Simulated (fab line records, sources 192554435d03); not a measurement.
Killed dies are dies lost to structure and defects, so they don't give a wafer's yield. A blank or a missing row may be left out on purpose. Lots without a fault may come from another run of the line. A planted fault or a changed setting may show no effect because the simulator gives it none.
One fault seen from 2 desks | flow n5_finfet | each desk has only its own numbers; what lay behind them comes last

THE METROLOGY DESK
What the gauges read, lot by lot, whatever tool the lot ran on: means of the sampled wafers that have a number. A lot is out of limits, marked OUT, if its mean lies more than 4 standard deviations from the usual mean; the brackets give that distance. Of its 10 readings 7 are shown: those that lie furthest out on some lot.
Columns: A = DIBL_N at N5_BEOL_M4_RC_MEAS_101, usual 35.0 mV/V; B = DIBL_P at N5_BEOL_M4_RC_MEAS_101, usual 35.4 mV/V; C = IOFF_P at N5_BEOL_M4_RC_MEAS_101, usual 0.20 nA/um; D = SS_N at N5_BEOL_M4_RC_MEAS_101, usual 71.2 mV/dec; E = SS_P at N5_BEOL_M4_RC_MEAS_101, usual 73.1 mV/dec; F = VT_N at N5_BEOL_M4_RC_MEAS_101, usual 252 mV; G = VT_P at N5_BEOL_M4_RC_MEAS_101, usual -251 mV
lot  | first seen here | A    | B    | C    | D    | E    | F   | G
L522 | day 10 22:40    | 34.0 | 32.2 | 0.14 | 70.6 | 71.9 | 256 | -256
L521 | day 10 22:53    | 34.1 | 35.8 | 0.20 | 71.1 | 73.1 | 251 | -251
L523 | day 11 16:23    | 34.8 | 34.7 | 0.17 | 70.6 | 72.6 | 253 | -252
L524 | day 11 19:07    | 35.4 | 33.5 | 0.16 | 70.9 | 73.0 | 252 | -255
L528 | day 12 12:53    | 37.0 | 36.0 | 0.23 | 71.7 | 73.8 | 250 | -252
L532 | day 13 23:25    | 34.2 | 35.0 | 0.18 | 70.8 | 73.2 | 254 | -254
This desk's finding: nothing out of limits on any of the 6 lots.

THE TOOL OWNER'S DESK: rie_si-05
The tool's own readings at N5_BEOL_M0_SAQP_MANDREL_ETCH_103 (etches a-Si in HBr/Cl2, stops on SiCN, target depth 45 nm, bt time 10 s, time 27 s): means of the sampled wafers that have a number, for each lot that ran on this tool. A lot is out of limits, marked OUT, if its mean lies more than 4 standard deviations from the usual mean; the brackets give that distance.
Columns: A = HBr_flow_sccm at N5_BEOL_M0_SAQP_MANDREL_ETCH_103, usual 150.0 sccm; B = bias_w at N5_BEOL_M0_SAQP_MANDREL_ETCH_103, usual 74.97 W; C = drypump_motor_current_A at N5_BEOL_M0_SAQP_MANDREL_ETCH_103, usual 5.6 A; D = oes_product_au at N5_BEOL_M0_SAQP_MANDREL_ETCH_103, usual 0.682 a.u.; E = throttle_valve_pct at N5_BEOL_M0_SAQP_MANDREL_ETCH_103, usual 35.4 %
lot  | first seen here | A     | B     | C   | D     | E
L521 | day 8 15:48     | 150.2 | 74.85 | 5.8 | 0.676 | 35.4
L522 | day 8 21:50     | 150.3 | 75.00 | 5.6 | 0.673 | 35.0
L524 | day 9 09:30     | 150.0 | 74.98 | 5.3 | 0.687 | 35.0
This desk's finding: nothing out of limits on any of the 3 lots.

PUT TOGETHER
The metrology desk saw nothing out of limits.
The tool owner's desk saw nothing out of limits.

WHAT THE SIMULATOR HAD PUT IN
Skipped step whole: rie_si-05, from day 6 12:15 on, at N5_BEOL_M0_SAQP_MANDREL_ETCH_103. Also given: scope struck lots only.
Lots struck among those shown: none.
